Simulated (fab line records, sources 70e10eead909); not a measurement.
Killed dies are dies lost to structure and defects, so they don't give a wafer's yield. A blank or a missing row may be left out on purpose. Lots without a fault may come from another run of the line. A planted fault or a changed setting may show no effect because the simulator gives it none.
A struck lot beside a sound one | flow nand_harc | 16 steps out of a route of 1302
Sound: wafers L539.1, L539.4, L539.6. Struck: wafer L546.5. (L546.2 of the same lot was not struck and is left out.) The cause comes at the end.
At each step with rows: each side's tool, then ch and its chambers, then its first start. Under that, the readings that differ: sound wafers | struck wafers | difference of the means | sigmas: that difference in standard deviations of wafers without a fault.
alike: readings whose means differ by less than 2 such deviations, and words and numbers that are the same on both sides. not compared: withheld readings, readings that some wafer has no value for, bounds like >300 that may hide the same value, and numbers for which the record gives no deviation and whose values overlap.
The two part at a step that has a row with sigmas, a row that says differs or no value, or rows on one side only. Numbers that don't overlap but have no deviation are shown without sigmas and don't part them. A reading that every wafer of one side lacks parts them only if that side has two wafers or more.

NHARC_A_ONON_D2_THK_MEAS_05: measures by ellipsometry.
  sound on film_metro-02, day 17 04:41; struck on film_metro-02, day 20 07:35
  alike: thk_nm
then, 1 step without rows for these wafers: NHARC_A_ONON_D2_DEP_06 (target thk 1000 nm).
NHARC_A_ONON_D2_THK_MEAS_08: measures by ellipsometry.
  sound on film_metro-01, day 17 05:15; struck on film_metro-02, day 20 08:08
  alike: thk_nm
then, 1 step without rows for these wafers: NHARC_A_ONON_D2_DEP_09 (target thk 1000 nm).
NHARC_A_ONON_D2_THK_MEAS_11: measures by ellipsometry.
  sound on film_metro-02, day 17 05:49; struck on film_metro-02, day 20 08:43
  alike: thk_nm
then, 1 step without rows for these wafers: NHARC_A_ONON_D2_DEP_12 (target thk 1000 nm).
NHARC_A_ONON_D2_THK_MEAS_14: measures by ellipsometry.
  sound on film_metro-02, day 17 06:23; struck on film_metro-02, day 20 09:16
  alike: thk_nm
then, 2 steps without rows for these wafers: NHARC_A_ONON_D2_ANNEAL_15 (time 3600 s); NHARC_A_ONON_D2_DEP_16 (target thk 1000 nm).
NHARC_A_ONON_D2_THK_MEAS_18: measures by ellipsometry.
  sound on film_metro-01, day 17 13:54; struck on film_metro-01, day 20 16:27
  alike: thk_nm
then, 1 step without rows for these wafers: NHARC_A_ONON_D2_DEP_19 (target thk 1000 nm).
NHARC_A_ONON_D2_THK_MEAS_21: measures by ellipsometry.
  sound on film_metro-01, day 17 14:28; struck on film_metro-02, day 20 17:01
  alike: thk_nm
NHARC_A_ONON_D2_DEP_22: target thk 1000 nm.
  sound on pecvd_onon-04 ch 0, day 17 14:31; struck on pecvd_onon-04 ch 0, day 20 17:08
  alike: susceptor_temp_C
NHARC_A_ONON_D2_THK_MEAS_24: measures by ellipsometry.
  sound on film_metro-01, day 17 15:02; struck on film_metro-01, day 20 17:35
  reading     | sound          | struck | difference | sigmas
  thk_nm (nm) | 1001 1000 1000 | 1208   | +208       | +22
then, 1 step without rows for these wafers: NHARC_A_ONON_D2_DEP_25 (target thk 1000 nm).
-- the record jumps here: 13 days lie between the struck wafers' starts before and after (it left off in module A_ONON_D2 and takes up again in module END, whose first step shown is number 1302 of the route) --
NHARC_END_SORT_01:
  the record has rows for the struck wafers here (prober-02 ch 0, day 33 09:05) and none for the sound ones

WHERE THEY PART
First at NHARC_A_ONON_D2_THK_MEAS_24; last, within this record, at NHARC_END_SORT_01.

WHY: what the simulator had put in
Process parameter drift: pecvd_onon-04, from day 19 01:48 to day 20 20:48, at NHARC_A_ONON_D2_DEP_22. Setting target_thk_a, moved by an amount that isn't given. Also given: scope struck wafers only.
